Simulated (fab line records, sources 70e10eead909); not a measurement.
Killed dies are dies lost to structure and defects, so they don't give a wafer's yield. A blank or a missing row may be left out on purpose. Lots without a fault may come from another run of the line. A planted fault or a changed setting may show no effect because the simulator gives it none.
A struck lot beside a sound one | flow nand_harc | 14 steps out of a route of 1159
Sound: wafers L350.1, L350.3, L350.6. Struck: wafers L356.2, L356.3, L356.4. The cause comes at the end.
At each step with rows: each side's tool, then ch and its chambers, then its first start. Under that, the readings that differ: sound wafers | struck wafers | difference of the means | sigmas: that difference in standard deviations of wafers without a fault.
alike: readings whose means differ by less than 2 such deviations, and words and numbers that are the same on both sides. not compared: withheld readings, readings that some wafer has no value for, bounds like >300 that may hide the same value, and numbers for which the record gives no deviation and whose values overlap.
The two part at a step that has a row with sigmas, a row that says differs or no value, or rows on one side only. Numbers that don't overlap but have no deviation are shown without sigmas and don't part them. A reading that every wafer of one side lacks parts them only if that side has two wafers or more.

NHARC_P_CONTACT_PVD_32: deposits Ti, target thk 5 nm, time 17.7 s.
  sound on pvd_sputter-03; struck on pvd_sputter-02
  alike: chamber_pressure_pa, throttle_valve_pct
NHARC_P_CONTACT_ALD_22: deposits TiN, target thk 3 nm, pulse time 1 s, ald cycles 150.
  sound on ald_metal-02 ch 0,1,2, day 7 03:22; struck on ald_metal-04 ch 0,2,3, day 8 22:16
  alike: heater_power_w, precursor_pulse_height_rel
NHARC_P_CONTACT_CVD_23: deposits W, target thk 200 nm, time 557 s.
  sound on cvd_w-02 ch 1; struck on cvd_w-01 ch 0,1
  reading            | sound       | struck      | difference | sigmas
  heater_power_w (W) | 425 414 419 | 490 483 448 | +54        | +2
  alike: throttle_valve_pct
NHARC_P_CONTACT_CMP_24: polishes, t overpolish 30 s, target thk 200 nm.
  sound on cmp-04 ch 1,3, day 7 04:34; struck on cmp-01 ch 1,2,3, day 9 01:57
  alike: motor_current_A, overpolish_run_s, time_to_endpoint_s
then, 1 step without rows for these wafers: NHARC_P_CONTACT_SRD_26.
NHARC_P_CONTACT_INSPECT_27:
  sound on defect_inspect-02, day 7 04:57; struck on defect_inspect-01, day 9 02:21
  alike: raw_defect_count
then, 5 steps without rows for these wafers: NHARC_P_M0_DEP_00 (deposits SiOC, target thk 150 nm); NHARC_P_M0_DEHYDRATE_01 (time 120 s); NHARC_P_M0_HMDS_02 (time 30 s); NHARC_P_M0_COAT_33 (time 65 s); NHARC_P_M0_COAT_03 (resist thk 90 nm).
NHARC_P_M0_SOFTBAKE_04: time 55 s.
  sound on litho_track-04 ch 0, day 7 05:00; struck on litho_track-04 ch 0, day 9 02:00
  reading                  | sound                | struck               | difference | sigmas
  heater_power_total_W (W) | 188.55 188.43 188.52 | 184.00 184.03 184.06 | -4.47      | -32
  alike: plate_temp_C
then, 1 step without rows for these wafers: NHARC_P_M0_EBR_05.
-- the record jumps here: 13 days lie between the struck wafers' starts before and after (it left off in module P_M0 and takes up again in module END, whose first step shown is number 1159 of the route) --
NHARC_END_SORT_01:
  sound on prober-01 ch 0, day 20 15:23; struck on prober-01 ch 0, day 22 11:11
  alike: defect_limited_yield, killed_at_array, killed_at_other, killed_at_periphery, killed_dies, killed_open, killed_short, sort_bin_2_pct, sort_bin_3_pct, sort_bin_4_pct, sort_n_pass, sort_rim_yield_pct, sort_yield_pct

WHERE THEY PART
First at NHARC_P_CONTACT_CVD_23; last, within this record, at NHARC_P_M0_SOFTBAKE_04. Later steps at which nothing parts them and some readings are alike: NHARC_END_SORT_01.

WHY: what the simulator had put in
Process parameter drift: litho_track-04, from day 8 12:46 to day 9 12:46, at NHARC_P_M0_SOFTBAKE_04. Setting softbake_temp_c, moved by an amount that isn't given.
